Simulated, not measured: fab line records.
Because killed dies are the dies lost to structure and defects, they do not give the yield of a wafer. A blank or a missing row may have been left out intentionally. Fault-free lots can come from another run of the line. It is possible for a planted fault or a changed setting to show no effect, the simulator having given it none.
Matching of chambers    flow nand-harc    ald-hk-01 running NHARC_A_STAIRCASE_ALD_415: 4 sister chambers
The step deposits SiO2, target thk 30 nm, pulse time 6 s, ald cycles 300. 7 wafers are shown with their chamber, then 7 later ones without.

WAFERS WITH THEIR CHAMBER
wafer   chamber  heater-power-w (W)  precursor-pulse-height-rel
L076.1  3        472                 0.971
L076.2  1        460                 0.984
L079.1  3        482                 0.989
L079.2  2        512                 1.007
L079.6  0        492                 1.000
L089.1  0        494                 1.019
L089.3  1        460                 0.997

WAFERS MISSING THEIR CHAMBER
wafer   heater-power-w (W)  precursor-pulse-height-rel
L089.6  482                 1.001
L091.3  517                 1.019
L091.5  522                 0.998
L091.6  453                 0.954
L093.1  462                 0.964
L093.2  495                 0.997
L093.6  463                 1.002

WHICH CHAMBER EACH WENT THROUGH
wafer    from the rows above       in truth
L089.6   can't be placed: 3 or 0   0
L091.3   2                         2
L091.5   2                         2
L091.6   1                         1
L093.1   can't be placed: 1 or 3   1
L093.2   0                         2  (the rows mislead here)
L093.6   1                         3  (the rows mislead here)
3 of 7 placed correctly. Not placeable from these rows: 2 (in 2, the candidates include the true chamber). Placed wrongly: 2.
How it was worked out, from the rows above alone: a wafer's distance from a chamber is the root of the sum, over the readings, of the square of ((its reading less the chamber's mean) divided by the reading's scatter). The wafer belongs to the nearest chamber; if the next one is less than 2 further off, it can't be placed. The mean given for a chamber averages the wafers shown for that chamber. The scatter is the square root of a quotient: the sum, over the shown wafers, of each reading's squared deviation from its chamber's mean, divided by wafers minus chambers.
